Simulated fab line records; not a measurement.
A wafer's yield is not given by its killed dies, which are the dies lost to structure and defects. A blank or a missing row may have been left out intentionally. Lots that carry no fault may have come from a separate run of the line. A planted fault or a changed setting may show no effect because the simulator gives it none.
Matching of chambers :: flow nand_harc :: NHARC_P_CONTACT_CMP_24 on cmp-02: 4 sister chambers
The step polishes, t overpolish 30 s, target thk 200 nm. 8 wafers are shown with their chamber, then 8 later ones without.

EACH WAFER AND ITS CHAMBER
wafer: L077.5
chamber: 2
motor_current_A (A): 10.7
edge_zone_pressure_frac: 0.997

wafer: L078.5
chamber: 0
motor_current_A (A): 10.7
edge_zone_pressure_frac: 1.002

wafer: L082.1
chamber: 3
motor_current_A (A): 12.9
edge_zone_pressure_frac: 0.999

wafer: L082.6
chamber: 3
motor_current_A (A): 12.4
edge_zone_pressure_frac: 0.999

wafer: L085.2
chamber: 1
motor_current_A (A): 12.7
edge_zone_pressure_frac: 0.992

wafer: L085.5
chamber: 1
motor_current_A (A): 13.0
edge_zone_pressure_frac: 0.991

wafer: L085.6
chamber: 0
motor_current_A (A): 11.5
edge_zone_pressure_frac: 1.002

wafer: L086.2
chamber: 2
motor_current_A (A): 11.0
edge_zone_pressure_frac: 0.998

WAFERS WHOSE CHAMBER IS MISSING
wafer: L086.4
motor_current_A (A): 12.7
edge_zone_pressure_frac: 0.999

wafer: L086.5
motor_current_A (A): 11.5
edge_zone_pressure_frac: 0.994

wafer: L092.2
motor_current_A (A): 12.5
edge_zone_pressure_frac: 0.998

wafer: L092.4
motor_current_A (A): 11.4
edge_zone_pressure_frac: 0.999

wafer: L092.6
motor_current_A (A): 10.7
edge_zone_pressure_frac: 1.004

wafer: L093.1
motor_current_A (A): 11.0
edge_zone_pressure_frac: 0.995

wafer: L093.5
motor_current_A (A): 11.0
edge_zone_pressure_frac: 1.006

wafer: L093.6
motor_current_A (A): 11.7
edge_zone_pressure_frac: 0.999

THE CHAMBER EACH PASSED THROUGH
wafer: L086.4
from the rows above: 3
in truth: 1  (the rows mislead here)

wafer: L086.5
from the rows above: can't be placed: 1 or 2
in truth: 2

wafer: L092.2
from the rows above: 3
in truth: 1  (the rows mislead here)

wafer: L092.4
from the rows above: can't be placed: 2 or 3
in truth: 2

wafer: L092.6
from the rows above: 0
in truth: 0

wafer: L093.1
from the rows above: 2
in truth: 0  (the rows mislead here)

wafer: L093.5
from the rows above: 0
in truth: 0

wafer: L093.6
from the rows above: can't be placed: 3 or 2
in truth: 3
2 of 8 placed correctly. Can't be placed from these rows: 3 (the true chamber is among the candidates in 3). Wrongly placed: 3.
How it was worked out, from the rows above alone: a wafer's distance from a chamber is the root of the sum, over the readings, of the square of ((its reading less the chamber's mean) divided by the reading's scatter). If the next closest chamber is less than 2 further off than the closest, the wafer can't be placed; otherwise it belongs to the closest. Each chamber's mean is taken over the wafers shown for it. The scatter is the square root of a quotient: the sum, over the shown wafers, of each reading's squared deviation from its chamber's mean, divided by wafers minus chambers.
